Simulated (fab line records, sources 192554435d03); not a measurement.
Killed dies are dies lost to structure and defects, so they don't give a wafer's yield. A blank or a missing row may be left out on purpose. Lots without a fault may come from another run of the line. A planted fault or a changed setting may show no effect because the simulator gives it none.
fab line records | flow n5_finfet
record lots=10 wafers=30 last_day=19
route steps=1938 shown HKMG_FIN@414 BEOL_M4@1089 BEOL_M5@1113 PASSIVATION@1936
lots that met no fault: from a run of the same line without faults
start_h: hours from the record's first day to the start of the lot's first wafer shown | wait_h: hours since the lot's step before | " the same as in the row above | L1.1+2: a row that stands for several wafers | - no value, or no start given | * or withheld: withheld | < > ~ a bound
route shown NAME@n: a module of which the file shows steps, and the number in the route of the first | usual: mean/standard deviation of fault-free wafers | same: alike in all rows | chamber/n: place in a boat | sites: the reading at each site | _std_site: their standard deviation | _edge_site: outer sites' mean less inner sites' | radius_mm: how far each site lies from the wafer's centre | mask NAME#n: copy n | behind: the tool/chamber that last shaped the wafer | hold: why the lot was held/for how many hours/how that ended | device: the transistor (n, p or np) that didn't switch | end of line: the same wafers' tests at the end of the route | a step without rows: its recipe alone | killed: dies lost to structure and defects at the first sort, not the wafer's yield | map: a wafer's dies, x killed, . not, _ none there
set.NAME: the setting as run; set.NAME@STEP: as run at that earlier step | model.NAME: the simulator's own value behind a step, which no gauge read
steps of the route over a sample of lots; a table a step, a row a wafer
services: from which hour (start_h, from the record's first day; less than 0 if before it) a tool's chamber was out of use, for how many hours, and why
## steps
# step N5_HKMG_FIN_RTA_80
# recipe temp_c=withheld time_s=2 ambient=N2 idle_temp_c=600 ramp_up_c_per_s=150 ramp_down_c_per_s=60 cool_to_c=600
# columns lot.wafer tool chamber start_h wait_h
L644.2+3+4 rtp_anneal-01 0 76.13 0.1
L647.4+5+6 rtp_anneal-02 0 93.07 0.1
L648.1+3+4 rtp_anneal-02 0 112.73 0.1
L652.2+4+5 rtp_anneal-02 0 120.10 0.1
L653.2+3+6 rtp_anneal-02 0 127.83 0.1
L655.1+2+3 rtp_anneal-02 0 136.77 0.1
L656.4+5+6 rtp_anneal-02 0 152.98 0.1
L663.1+3+6 rtp_anneal-01 0 189.14 0.1
L666.4+5+6 rtp_anneal-01 0 212.22 0.2
L667.1+3+6 rtp_anneal-01 0 215.28 0.1
# step N5_BEOL_M4_ANNEAL_82
# recipe temp_c=400 time_s=240 ambient=vacuum
# usual heater_power_w=805/90
# columns lot.wafer tool chamber start_h wait_h heater_power_w
L644.2 pvd_sputter-01 - 154.03 0.1 828
L644.3 " - " " 631
L644.4 " - " " 829
L647.4 pvd_sputter-02 - 185.34 0.0 874
L647.5 " - " " 843
L647.6 " - " " 854
L648.1 pvd_sputter-02 - 197.49 0.0 598
L648.3 " - " " 885
L648.4 " - " " 859
L653.2 pvd_sputter-01 - 220.69 0.1 825
L653.3 " - " " 840
L653.6 " - " " 632
L652.2 pvd_sputter-03 - 230.73 0.0 917
L652.4 " - " " 789
L652.5 " - " " 897
L655.1 pvd_sputter-03 - 251.19 0.0 901
L655.2 " - " " 791
L655.3 " - " " 831
L656.4 pvd_sputter-01 - 258.88 0.0 859
L656.5 " - " " 836
L656.6 " - " " 845
L663.1 pvd_sputter-01 - 282.55 0.0 833
L663.3 " - " " 839
L663.6 " - " " 822
L667.1 pvd_sputter-01 - 320.06 0.0 839
L667.3 " - " " 827
L667.6 " - " " 810
L666.4 pvd_sputter-03 - 326.75 0.1 899
L666.5 " - " " 847
L666.6 " - " " 783
# step N5_BEOL_M4_SPUTTER_88
# recipe material=Cu target_thk_a=45 temp_c=-20 chamber_pressure_pa=0.07 power_w=withheld time_s=8.29
# usual chuck_sensor_temp_C=-16.0/0.47 throttle_valve_pct=30.4/1.2
# columns lot.wafer tool chamber start_h wait_h chuck_sensor_temp_C throttle_valve_pct
L644.2 pvd_sputter-01 - 154.75 0.1 -15.7 30.7
L644.3 " - " " -16.7 30.2
L644.4 " - " " -15.7 28.1
L647.4 pvd_sputter-02 - 185.70 0.1 -15.6 31.8
L647.5 " - " " -16.4 31.5
L647.6 " - " " -15.3 31.7
L648.1 pvd_sputter-02 - 197.85 0.1 -16.2 29.4
L648.3 " - " " -15.6 31.5
L648.4 " - " " -16.4 31.3
L653.2 pvd_sputter-01 - 221.41 0.1 -15.6 30.4
L653.3 " - " " -16.7 31.3
L653.6 " - " " -16.6 30.2
L652.2 pvd_sputter-03 - 231.09 0.1 -15.2 28.9
L652.4 " - " " -16.2 32.5
L652.5 " - " " -15.0 29.0
L655.1 pvd_sputter-03 - 251.55 0.1 -15.1 28.7
L655.2 " - " " -16.2 32.6
L655.3 " - " " -16.4 29.5
L656.4 pvd_sputter-01 - 259.24 0.1 -16.5 31.5
L656.5 " - " " -15.6 30.6
L656.6 " - " " -16.9 31.1
L663.1 pvd_sputter-01 - 282.91 0.1 -15.9 28.3
L663.3 " - " " -15.7 30.7
L663.6 " - " " -15.9 28.3
L667.1 pvd_sputter-01 - 320.42 0.1 -15.6 30.4
L667.3 " - " " -15.7 28.4
L667.6 " - " " -15.7 30.5
L666.4 pvd_sputter-03 - 327.08 0.0 -15.0 28.9
L666.5 " - " " -15.7 29.9
L666.6 " - " " -16.2 32.9
# step N5_BEOL_M4_RC_MEAS_101
# usual DIBL_N=36.2/1.2 DIBL_P=36.3/1.3 IOFF_N=0.155/0.019 IOFF_P=0.210/0.029 IOFF_P_LONG=0.000105/8.9e-06 ION_N=677/8.6 ION_P=465/6.8 SS_N=71.4/0.48 SS_P=73.2/0.53 VT_N=249.9/2.4 VT_N_LVT=99.0/2.1 VT_P=-250/3.2 VT_P_LONG=-276/3.3
# columns lot.wafer tool chamber start_h wait_h DIBL_N[mV/V] DIBL_P[mV/V] IOFF_N[nA/um] IOFF_P[nA/um] IOFF_P_LONG[nA/um] ION_N[uA/um] ION_P[uA/um] SS_N[mV/dec] SS_P[mV/dec] VT_N[mV] VT_N_LVT[mV] VT_P[mV] VT_P_LONG[mV]
L644.2 prober-02 0 158.43 0.2 36.5 36.8 0.157 0.199 9.6e-05 672 464 71.7 72.9 250.5 99.9 -252 -277
L644.3 " 0 " " 36.3 36.4 0.153 0.198 9.7e-05 673 459 71.1 73.6 251.6 99.9 -250 -280
L644.4 " 0 " " 37.5 37.9 0.178 0.220 0.0001 685 469 71.9 72.6 249.3 96.8 -250 -278
L647.4 prober-01 0 188.14 0.5 34.5 35.1 0.138 0.196 0.000103 682 470 70.4 73.4 250.0 101.1 -249 -275
L647.5 " 0 " " 34.6 34.9 0.140 0.194 9.9e-05 670 465 70.7 72.7 251.1 100.3 -251 -274
L647.6 " 0 " " 34.0 34.1 0.121 0.177 0.000107 664 456 70.3 72.9 253.0 102.6 -254 -277
L648.1 prober-02 0 199.88 0.0 35.7 36.0 0.144 0.215 0.000109 671 463 71.6 73.4 251.6 100.5 -249 -277
L648.3 " 0 " " 37.4 38.4 0.182 0.245 0.000101 678 469 70.9 74.0 246.6 96.9 -247 -275
L648.4 " 0 " " 37.0 37.4 0.166 0.222 0.000103 666 464 71.0 73.7 249.5 99.0 -248 -276
L653.2 prober-01 0 224.86 0.2 37.3 38.1 0.192 0.255 0.000109 688 467 71.8 74.0 248.3 96.2 -245 -273
L653.3 " 0 " " 35.2 36.1 0.156 0.230 0.000109 674 461 71.5 73.6 248.8 99.3 -245 -273
L653.6 " 0 " " 35.7 36.5 0.164 0.228 0.000113 676 467 71.1 72.9 248.3 97.6 -249 -273
L652.2 prober-02 0 233.38 0.2 35.4 35.1 0.155 0.235 0.000114 679 473 71.8 73.3 247.3 97.0 -246 -270
L652.4 " 0 " " 36.1 35.5 0.165 0.245 0.000119 683 477 71.8 73.4 248.0 97.0 -244 -273
L652.5 " 0 " " 35.5 35.5 0.158 0.257 0.000114 671 474 71.6 73.4 248.7 97.9 -244 -273
L655.1 prober-01 0 253.57 0.0 36.6 36.4 0.183 0.156 8.5e-05 693 452 71.1 73.1 243.8 84.2 -259 -286
L655.2 " 0 " " 38.8 38.4 0.227 0.189 8.7e-05 683 455 72.0 73.8 244.7 81.7 -258 -287
L655.3 " 0 " " 36.9 35.9 0.169 0.154 8.6e-05 683 454 72.0 73.3 250.7 86.3 -260 -287
L656.4 prober-01 0 261.68 0.5 36.9 36.8 0.153 0.139 8e-05 667 447 71.9 73.6 250.2 88.6 -260 -287
L656.5 " 0 " " 35.9 35.4 0.141 0.123 7.9e-05 669 446 71.6 72.1 250.9 88.4 -262 -285
L656.6 " 0 " " 39.0 38.9 0.201 0.165 7.7e-05 686 451 72.4 73.3 247.1 86.0 -260 -288
L663.1 prober-02 0 284.92 0.0 35.8 36.8 0.170 0.225 0.000118 678 472 71.5 73.3 245.8 96.8 -248 -274
L663.3 " 0 " " 35.6 36.4 0.158 0.217 0.000113 681 469 71.2 73.2 249.6 99.9 -248 -272
L663.6 " 0 " " 34.0 34.9 0.139 0.197 0.000113 679 467 70.5 73.4 247.4 99.2 -249 -272
L667.1 prober-02 0 322.78 0.0 35.4 33.4 0.128 0.159 9.5e-05 657 451 70.9 72.4 252.2 102.0 -254 -278
L667.3 " 0 " " 36.9 35.5 0.159 0.188 9.4e-05 673 459 71.7 72.8 250.4 98.0 -251 -278
L667.6 " 0 " " 37.4 36.0 0.164 0.199 9.9e-05 674 458 71.9 73.6 249.7 97.4 -252 -277
L666.4 prober-02 0 329.51 0.5 36.7 36.1 0.170 0.206 0.000103 676 466 71.5 73.0 247.0 97.2 -251 -278
L666.5 " 0 " " 36.6 35.9 0.166 0.199 0.0001 676 461 70.6 73.5 250.3 95.9 -252 -277
L666.6 " 0 " " 37.7 38.0 0.184 0.240 0.000105 690 471 72.1 73.9 245.6 96.5 -249 -274
# step N5_BEOL_M5_CURE_79
# recipe temp_c=385 time_s=240 ambient=He/Ar material=SiCOH_lowk
# usual lamp_power_pct=52.30/0.05 wafer_temp_C_max=386.8/0.59
# columns lot.wafer tool chamber start_h wait_h lamp_power_pct wafer_temp_C_max
L644.2 uv_cure-02 2 159.38 0.1 52.30 387.0
L644.3 " 2 " " 52.17 386.4
L644.4 " 2 " " 52.35 386.3
L647.4 uv_cure-02 1 188.95 0.3 52.39 388.0
L647.5 " 1 " " 52.28 387.2
L647.6 " 1 " " 52.24 387.1
L648.1 uv_cure-02 1 200.90 0.0 52.24 387.6
L648.3 " 1 " " 52.32 387.3
L648.4 " 1 " " 52.31 387.5
L653.2 uv_cure-01 0 225.81 0.1 52.38 387.2
L653.3 " 0 " " 52.26 386.5
L653.6 " 0 " " 52.26 387.2
L652.2 uv_cure-01 0 234.33 0.1 52.30 386.8
L652.4 " 0 " " 52.25 386.7
L652.5 " 0 " " 52.33 386.5
L655.1 uv_cure-03 0 254.60 0.0 52.28 386.9
L655.2 " 0 " " 52.29 386.2
L655.3 " 0 " " 52.31 386.4
L656.4 uv_cure-01 0 262.49 0.3 52.24 386.8
L656.5 " 0 " " 52.27 386.4
L656.6 " 0 " " 52.31 386.0
L663.1 uv_cure-01 1 285.97 0.1 52.24 388.6
L663.3 " 1 " " 52.25 388.2
L663.6 " 1 " " 52.25 387.2
L667.1 uv_cure-01 2 323.80 0.0 52.25 386.1
L667.3 " 2 " " 52.28 386.0
L667.6 " 2 " " 52.32 386.5
L666.4 uv_cure-02 2 330.31 0.3 52.27 386.5
L666.5 " 2 " " 52.25 386.6
L666.6 " 2 " " 52.26 386.5
# step N5_PASSIVATION_PROBE_49
# usual defect_limited_yield=91.2/1.4 killed_at_M0_to_M3=34/10 killed_at_M4_up=13/5.1 killed_at_contacts=12/6.5 killed_at_front_end=41/11 killed_at_other=4/3.3 killed_dies=104/16 killed_on_rim=14/3.9 killed_open=69/13 killed_short=33/7 sort_bin_5_function=5.1/0.91 sort_bin_6_memory=3.3/0.69 sort_n_pass=1076/16 sort_yield_pct=91.2/1.4
# same gross_dies=1180 killed_at_back_side=0 sort_bin_4_leakage[%]=0 sort_bin_8_speed[%]=0
# columns lot.wafer tool chamber start_h wait_h defect_limited_yield[%] killed_at_M0_to_M3 killed_at_M4_up killed_at_contacts killed_at_front_end killed_at_other killed_dies killed_on_rim killed_open killed_short sort_bin_5_function[%] sort_bin_6_memory[%] sort_n_pass sort_yield_pct[%]
L655.1 prober-02 - 356.59 0.0 91.0 49 22 2 32 1 106 16 61 38 5.3 2.9 1074 91.0
L655.2 prober-02 - 356.64 0.1 90.8 50 18 8 29 3 108 17 65 42 5.6 3.3 1072 90.8
L655.3 prober-02 - 356.69 0.1 92.6 30 17 6 32 2 87 14 57 27 4.1 3.0 1093 92.6
# killed by level:class
L655.1 BEOL_M3:geometric_particle:open=14 BEOL_M0_SAQP:geometric_particle:short=9 BEOL_M4:geometric_particle:open=7 HKMG_FIN:area_etch=7 BEOL_M1:geometric_particle:open=6 BEOL_M2:geometric_particle:open=6 FIN_SAQP:geometric_particle:short=5 BEOL_M0:geometric_particle:open=4
L655.2 BEOL_M4:geometric_particle:open=11 BEOL_M0_SAQP:geometric_particle:short=9 BEOL_M1:geometric_particle:short=9 BEOL_M2:geometric_particle:open=8 BEOL_M1:geometric_particle:open=7 BEOL_M3:geometric_particle:open=7 BEOL_M0_SAQP:geometric_particle:open=6 MOL_CONTACT_COAG:geometric_particle:open=5
L655.3 BEOL_M4:geometric_particle:open=10 BEOL_M2:geometric_particle:open=6 BEOL_M0_SAQP:geometric_particle:short=6 STI_FIN_REVEAL:geometric_particle:open=5 MOL_CONTACT_COAG:geometric_particle:open=5 BEOL_M3:geometric_particle:open=5 BEOL_M0_SAQP:geometric_particle:open=4 STARTING-WAFER:geometric_particle:short=4
## services
# columns tool chamber start_h hours kind
uv_cure-02 - 60.63 0.2 repair
uv_cure-03 - 62.01 1.0 pm
uv_cure-03 - 93.83 22.2 pm
uv_cure-01 - 113.45 11.2 repair
uv_cure-03 - 119.08 4.6 repair
rtp_anneal-01 - 145.39 6.2 pm
pvd_sputter-01 - 146.86 5.2 repair
uv_cure-02 - 148.38 7.5 pm
uv_cure-01 - 180.26 2.1 pm
uv_cure-02 - 184.76 3.4 pm
uv_cure-03 - 191.65 4.4 repair
uv_cure-02 - 216.12 0.3 repair
uv_cure-03 - 262.03 1.3 repair
uv_cure-02 - 293.64 2.8 pm
uv_cure-03 - 324.96 13.2 repair
## key
first_sign step=N5_BEOL_M4_RC_MEAS_101 reading=VT_N_LVT direction=down sigmas=6.2 usual=99.0 struck=85.9
effect step=N5_BEOL_M4_RC_MEAS_101 reading=VT_P_LONG direction=down sigmas=3.4 usual=-276 struck=-287
effect step=N5_BEOL_M4_RC_MEAS_101 reading=VT_P direction=down sigmas=3.1 usual=-250 struck=-260
effect step=N5_BEOL_M4_RC_MEAS_101 reading=IOFF_P_LONG direction=down sigmas=2.6 usual=0.000105 struck=8.2e-05
effect step=N5_BEOL_M4_RC_MEAS_101 reading=ION_P direction=down sigmas=2.1 usual=465 struck=451
effect step=N5_BEOL_M4_RC_MEAS_101 reading=IOFF_P direction=down sigmas=2 usual=0.210 struck=0.154 wafers_moved=5
met_at N5_HKMG_FIN_RTA_80
struck_lots L655,L656
not_acting_at N5_BEOL_M4_ANNEAL_82,N5_BEOL_M4_SPUTTER_88,N5_BEOL_M5_CURE_79
onset_between 127.83 136.77
fault kind=process_parameter_drift tool=rtp_anneal-02 chamber=- onset_h=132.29 steps=N5_HKMG_FIN_RTA_80 channel=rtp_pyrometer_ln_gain offset=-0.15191 shape=step end_h=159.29
